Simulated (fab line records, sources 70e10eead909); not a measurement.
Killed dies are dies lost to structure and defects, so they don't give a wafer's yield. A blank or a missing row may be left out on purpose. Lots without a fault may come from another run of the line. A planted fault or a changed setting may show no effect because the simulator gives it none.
A struck lot beside a sound one | flow nand_harc | 39 steps out of a route of 1159
Sound: wafers L375.2, L375.4, L375.5. Struck: wafers L396.3, L396.4, L396.5. The cause comes at the end.
At each step with rows: each side's tool, then ch and its chambers, then its first start. Under that, the readings that differ: sound wafers | struck wafers | difference of the means | sigmas: that difference in standard deviations of wafers without a fault.
alike: readings whose means differ by less than 2 such deviations, and words and numbers that are the same on both sides. not compared: withheld readings, readings that some wafer has no value for, bounds like >300 that may hide the same value, and numbers for which the record gives no deviation and whose values overlap.
The two part at a step that has a row with sigmas, a row that says differs or no value, or rows on one side only. Numbers that don't overlap but have no deviation are shown without sigmas and don't part them. A reading that every wafer of one side lacks parts them only if that side has two wafers or more.

NHARC_THIN_TSV_ETCH_44: etches the open film in CF4/O2, target depth 1594.2 nm, time 797.1 s.
  sound on rie_diel-03 ch 1,3, day 19 04:02; struck on rie_diel-03 ch 0,1,3, day 24 02:22
  alike: bias_w, cf4_flow_sccm, drypump_motor_current_A, oes_product_au, rf_fwd_power_W, rf_vpp_V, showerhead_plenum_p_Torr, throttle_valve_pct
  not compared: rf_hours_counter_h
then, 1 step without rows for these wafers: NHARC_THIN_TSV_ETCH_15 (target depth 3000 nm, bosch target overetch cycles 2, bosch etch step 2.8 s).
NHARC_THIN_TSV_CD_MEAS_16:
  sound on cd_sem-01, day 19 04:42; struck on cd_sem-03, day 24 03:05
  alike: cd_nm
then, 2 steps without rows for these wafers: NHARC_THIN_TSV_STRIP_45 (strips in O2); NHARC_THIN_TSV_STRIP_46 (strips in post etch residue remover, time 1200 s).
NHARC_THIN_TSV_DEP_47: deposits SiO2, target thk 200 nm.
  sound on pecvd-01 ch 0,2, day 19 05:34; struck on pecvd-02 ch 1,2, day 24 04:07
  alike: chamber_pressure_Torr, rf_fwd_power_W, showerhead_vpp_V, throttle_valve_pct
NHARC_THIN_TSV_ETCHBACK_48: etches the open film in C4F8/Ar, target depth 1028.5 nm, time 405.17 s.
  sound on rie_diel-01 ch 1,2,3, day 19 05:58; struck on rie_diel-03 ch 0,1,2, day 24 04:33
  alike: bias_w, oes_product_au, rf_fwd_power_W, rf_vpp_V
  not compared: rf_hours_counter_h
then, 4 steps without rows for these wafers: NHARC_THIN_TSV_STRIP_62 (strips in N2/H2, time 20 s); NHARC_THIN_TSV_DEGAS_49 (time 120 s); NHARC_THIN_TSV_PRE_CLEAN_50 (time 30 s); NHARC_THIN_TSV_PVD_19 (deposits TaN, target thk 20 nm).
NHARC_THIN_TSV_PVD_51: deposits Cu, target thk 100 nm.
  sound on pvd_sputter-03; struck on pvd_sputter-03
  alike: throttle_valve_pct
NHARC_THIN_TSV_ECD_20: material Cu, target thk 2000 nm.
  sound on ecd_cu-01 ch 0,1, day 19 07:06; struck on ecd_cu-02 ch 0,1, day 24 05:40
then, 1 step without rows for these wafers: NHARC_THIN_TSV_ANNEAL_52 (time 90 s).
NHARC_THIN_TSV_CMP_21: polishes, t overpolish 30 s, target thk 2000 nm.
  sound on cmp-03 ch 0,1, day 19 08:05; struck on cmp-04 ch 2,3, day 24 06:34
  alike: edge_zone_pressure_frac, motor_current_A, overpolish_run_s
then, 13 steps without rows for these wafers: NHARC_THIN_TSV_SRD_23; NHARC_THIN_TSV_DEGAS_53 (time 60 s); NHARC_THIN_TSV_PRE_CLEAN_54 (time 30 s); NHARC_THIN_TSV_PVD_55 (deposits TiN, target thk 50 nm); NHARC_THIN_TSV_PVD_24 (deposits Al, target thk 800 nm); NHARC_THIN_TSV_DEHYDRATE_25 (time 120 s); NHARC_THIN_TSV_HMDS_26 (time 30 s); NHARC_THIN_TSV_COAT_27; NHARC_THIN_TSV_SOFTBAKE_28 (time 95 s); NHARC_THIN_TSV_EBR_29; NHARC_THIN_TSV_EXPOSE_30 (exposes mask PAD); NHARC_THIN_TSV_PEB_31 (peb time 85 s); NHARC_THIN_TSV_DEVELOP_32 (time 70 s).
NHARC_THIN_TSV_CD_MEAS_33: target cd 5000 nm.
  sound on cd_sem-01 ch 0, day 19 09:35; struck on cd_sem-03 ch 0, day 24 08:01
  alike: cd_nm
then, 6 steps without rows for these wafers: NHARC_THIN_TSV_HARDBAKE_34 (time 80 s); NHARC_THIN_TSV_DESCUM_35 (chemistry O2, time 3 s); NHARC_THIN_TSV_ETCH_59 (etches the open film in Cl2/BCl3, target depth 880 nm, time 138.1 s); NHARC_THIN_TSV_ETCH_36 (etches the open film in Cl2/BCl3, target depth 65 nm, time 18.571 s); NHARC_THIN_TSV_STRIP_56 (strips in O2); NHARC_THIN_TSV_STRIP_57 (strips in post etch residue remover, time 1200 s).
NHARC_THIN_TSV_CD_MEAS_37:
  sound on cd_sem-01, day 19 11:02; struck on cd_sem-03, day 24 09:42
  alike: cd_nm
then, 1 step without rows for these wafers: NHARC_THIN_TSV_ANNEAL_58 (time 1800 s).
NHARC_THIN_TSV_INSPECT_40:
  sound on defect_inspect-01, day 19 14:19; struck on defect_inspect-02, day 24 14:09
  alike: raw_defect_count
NHARC_END_SORT_01:
  the record has rows for the struck wafers here (prober-02 ch 0, day 24 20:55) and none for the sound ones

WHERE THEY PART
Only at NHARC_END_SORT_01, within this record.

WHY: what the simulator had put in
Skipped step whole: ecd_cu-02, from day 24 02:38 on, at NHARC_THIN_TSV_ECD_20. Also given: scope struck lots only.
